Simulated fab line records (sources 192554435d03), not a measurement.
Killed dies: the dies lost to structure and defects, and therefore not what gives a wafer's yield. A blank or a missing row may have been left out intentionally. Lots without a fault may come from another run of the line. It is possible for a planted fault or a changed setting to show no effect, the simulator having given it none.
Split-lot study -- flow n5Finfet -- 7 lots, 21 wafers read, on a route of 1938 steps

== SPLIT DETAILS ==
At N5_BEOL_M12_SPUTTER_44 (material Ta, target thk 10 nm, time 16.13 s), the setting timeS was moved away from the recipe's 16.13 s on 6 of the 21 wafers read, by -12.9% to +12.2%. This setting was run at the recipe's value on the other wafers.

Reading taken at the split's own step.

== THE READING ==
Ta_of_BEOL_M12_SPUTTER_44.thkNm (the simulator's own value, which no gauge read), in nm, at N5_BEOL_M12_SPUTTER_44 (material Ta, target thk 10 nm, time 16.13 s). There is no usual value for it anywhere in the file. The 15 wafers here that ran the recipe average 10.0 nm, standard deviation 0.15 nm.

wafer,"tool, chamber at the split","timeS as run, s",against the recipe,"Ta_of_BEOL_M12_SPUTTER_44.thkNm, nm",against lot-mates on the recipe
L077.2,"pvdSputter-03, -",16.13,recipe,9.8,-
L077.4,"pvdSputter-03, -",16.13,recipe,9.8,-
L077.6,"pvdSputter-03, -",16.13,recipe,9.8,-
L081.1,"pvdSputter-02, -",16.13,recipe,10,-
L081.2,"pvdSputter-02, -",16.13,recipe,10.2,-
L081.3,"pvdSputter-02, -",16.13,recipe,10.2,-
L087.1,"pvdSputter-02, -",15.13,-6.2%,9.2,-1.0
L087.3,"pvdSputter-02, -",15.13,-6.2%,9.6,-0.6
L087.6,"pvdSputter-02, -",16.13,recipe,10.2,-
L088.3,"pvdSputter-02, -",16.13,recipe,9.8,-
L088.4,"pvdSputter-02, -",18.1,+12.2%,11.2,+1.4
L088.5,"pvdSputter-02, -",18.1,+12.2%,11.4,+1.6
L089.2,"pvdSputter-01, -",16.13,recipe,10,-
L089.3,"pvdSputter-01, -",16.13,recipe,9.8,-
L089.4,"pvdSputter-01, -",16.13,recipe,9.8,-
L094.2,"pvdSputter-03, -",15.15,-6.1%,9.4,-0.6
L094.5,"pvdSputter-03, -",16.13,recipe,10,-
L094.6,"pvdSputter-03, -",16.13,recipe,10,-
L097.1,"pvdSputter-01, -",16.13,recipe,10,-
L097.2,"pvdSputter-01, -",16.13,recipe,10,-
L097.3,"pvdSputter-01, -",14.05,-12.9%,8.8,-1.2

FIT RESULTS
A straight line over all 21 wafers: Ta_of_BEOL_M12_SPUTTER_44.thkNm changes by +0.101 nm for each +1% of timeS; r = +0.96; the points scatter about the line by 0.16 nm.
The same after taking each lot's own level away (the mean of its wafers on the recipe; 21 wafers): +0.114 nm for each +1%; r = +0.98; scatter 0.12 nm.
On that fit, the largest move of timeS shifts the reading by 1.5 nm.
Across the lots, their own levels run from 9.80 to 10.20 nm, a range of 2.7 times the standard deviation given above.
So the slope is not independent of the lot-to-lot level: the two fits are not the same.
Check: -1.57 nm against its lot-mates is what the line predicts for one of the wafers moved furthest among these (-12.9%) when that wafer is left out of the fit. Against them it came out at -1.2 nm.

== THE FILE'S OWN FIT ==
Ta_of_BEOL_M12_SPUTTER_44.thkNm changes by +0.108 nm for each +1% of timeS, r = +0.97.
